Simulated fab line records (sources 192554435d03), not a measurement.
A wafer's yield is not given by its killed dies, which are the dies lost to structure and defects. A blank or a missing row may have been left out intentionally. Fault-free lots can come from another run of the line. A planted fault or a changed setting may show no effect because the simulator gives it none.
Lot-split experiment -- flow n5-finfet -- 21 wafers read from 7 lots, route of 1938 steps

THE SPLIT
At N5_BEOL_M5_TRENCH_ETCH_37 (etches SiCOH lowk in C4F6/O2, target depth 71.652 nm, time 24.7 s), the setting time-s was moved away from the recipe's 24.7 s on 8 of the 21 wafers read, by -18.3% to +21.5%. This setting was run at the recipe's value on the other wafers.

FROM THE SPLIT TO THE READING: what the file shows between them, 14 steps
- N5_BEOL_M5_ETCH_41: etches SiCN in CH3F/O2, target depth 31.5 nm, time 56.7 s
- N5_BEOL_M5_STRIP_91: strips in N2/H2, time 10 s
- N5_BEOL_M5_OCD_MEAS_38
- N5_BEOL_M5_ALD_86: deposits TaN, pulse time 2 s, purge time 3 s, co reactant purge time 2 s (also split here: ald-cycles)
- N5_BEOL_M5_SURFACE_TREAT_87
- N5_BEOL_M5_CVD_47: deposits Co from CCTBA/H2, target thk 3 nm, time 216 s
- N5_BEOL_M5_ECD_50: material Cu, target thk 300 nm
- N5_BEOL_M5_ANNEAL_51: time 90 s
- N5_BEOL_M5_CMP_52: polishes, stops on SiCOH lowk, t overpolish 6.9 s, target thk 62 nm
- N5_BEOL_M5_THK_MEAS_53: measures by xrf
- N5_BEOL_M5_PRE_CLEAN_77: time 15 s
- N5_BEOL_M5_CO_CAP_78: material Co, precursor CCTBA/H2, target thk 2 nm, time 102.1 s
- N5_BEOL_M5_PRE_CLEAN_55: time 15 s
- N5_BEOL_M5_DEP_56: deposits SiCN from 3MS/NH3, target thk 8 nm, time 14 s

THE READING
Measured at N5_BEOL_M5_RS_MEAS_57 by four-point probe: M5_RS, in ohm/sq. Typical for fault-free wafers on this fab line: 0.391 ohm/sq, with standard deviation 0.013 ohm/sq.

wafer,"tool, chamber at the split","time-s as run, s",against the recipe,"M5_RS, ohm/sq",against lot-mates on the recipe
L078.1,"rie-diel-03, 2",22.8,-7.7%,0.448,+0.059
L078.4,"rie-diel-03, 3",24.7,recipe,0.372,-
L078.6,"rie-diel-03, 2",24.7,recipe,0.406,-
L079.2,"rie-diel-03, 3",24.7,recipe,0.397,-
L079.3,"rie-diel-03, 1",20.41,-17.4%,0.573,+0.176
L079.5,"rie-diel-03, 1",20.41,-17.4%,0.555,+0.158
L082.4,"rie-diel-04, 0",20.48,-17.1%,0.526,+0.127
L082.5,"rie-diel-04, 0",20.48,-17.1%,0.507,+0.108
L082.6,"rie-diel-04, 1",24.7,recipe,0.399,-
L083.2,"rie-diel-04, 3",30,+21.5%,0.301,-0.095
L083.4,"rie-diel-04, 0",30,+21.5%,0.300,-0.096
L083.6,"rie-diel-04, 0",24.7,recipe,0.396,-
L086.3,"rie-diel-01, 2",24.7,recipe,0.401,-
L086.5,"rie-diel-01, 3",24.7,recipe,0.366,-
L086.6,"rie-diel-01, 0",24.7,recipe,0.395,-
L093.1,"rie-diel-03, 2",24.7,recipe,0.401,-
L093.5,"rie-diel-03, 0",24.7,recipe,0.396,-
L093.6,"rie-diel-03, 3",24.7,recipe,0.375,-
L097.1,"rie-diel-04, 1",24.7,recipe,0.402,-
L097.5,"rie-diel-04, 0",20.19,-18.3%,0.512,+0.120
L097.6,"rie-diel-04, 3",24.7,recipe,0.382,-

FIT RESULTS
A straight line over all 21 wafers: M5_RS changes by -0.00647 ohm/sq for each +1% of time-s; r = -0.95; the points scatter about the line by 0.025 ohm/sq.
The same after taking each lot's own level away (the mean of its wafers on the recipe; 21 wafers): -0.0064 ohm/sq for each +1%; r = -0.95; scatter 0.023 ohm/sq.
According to that fit, moving time-s by its largest amount changes the reading by 0.14 ohm/sq.
Measured against the standard deviation above, the lots' own levels, which go from 0.3873 to 0.3990 ohm/sq, span 0.9 times it.
Consequently the slope shifts little with the lot-to-lot level, the two slopes agreeing.
Check: -0.14 ohm/sq against its lot-mates is what the line predicts for one of the wafers moved furthest among these (+21.5%) when that wafer is left out of the fit. It came out at -0.095 ohm/sq against them.

THE OTHER SPLITS THESE WAFERS WENT THROUGH
Other splits were also applied to these wafers ahead of the reading. Each is held against what the fit with the lots' levels taken away leaves over:
other split on the same wafers,wafers away from the commonest value,r with M5_RS (lot level and that fit taken away)
N5_BEOL_M5_ALD_86 ald-cycles,5,-0.10

THE WHOLE CHAIN: every reading that the file lists as answering this split, in the file's order
step,what it does,reading,change (the file's fit),r (the file's)
N5_BEOL_M5_TRENCH_ETCH_37,"etches SiCOH lowk in C4F6/O2, target depth 71.652 nm, time 24.7 s","etch.depth-nm (the simulator's own value, which no gauge read)",+0.721 nm for each +1% of the setting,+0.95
N5_BEOL_M5_TRENCH_ETCH_37,"etches SiCOH lowk in C4F6/O2, target depth 71.652 nm, time 24.7 s","BEOL_M5.feature-depth-nm (the simulator's own value, which no gauge read)",+0.722 nm for each +1% of the setting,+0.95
N5_BEOL_M5_OCD_MEAS_38,,trench-depth-nm,+0.717 nm for each +1% of the setting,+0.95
N5_BEOL_M5_CMP_52,"polishes, stops on SiCOH lowk, t overpolish 6.9 s, target thk 62 nm","Cu_of_BEOL_M5_ECD_50.thk-nm (the simulator's own value, which no gauge read)",+0.73 nm for each +1% of the setting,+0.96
N5_BEOL_M5_THK_MEAS_53,measures by xrf,M5_THK,+0.73 for each +1% of the setting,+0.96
N5_BEOL_M5_RS_MEAS_57,measures by four-point-probe,M5_RS,-0.00663 for each +1% of the setting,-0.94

FILE'S OWN FIT
M5_RS changes by -0.00663 ohm/sq for each +1% of time-s, r = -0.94.
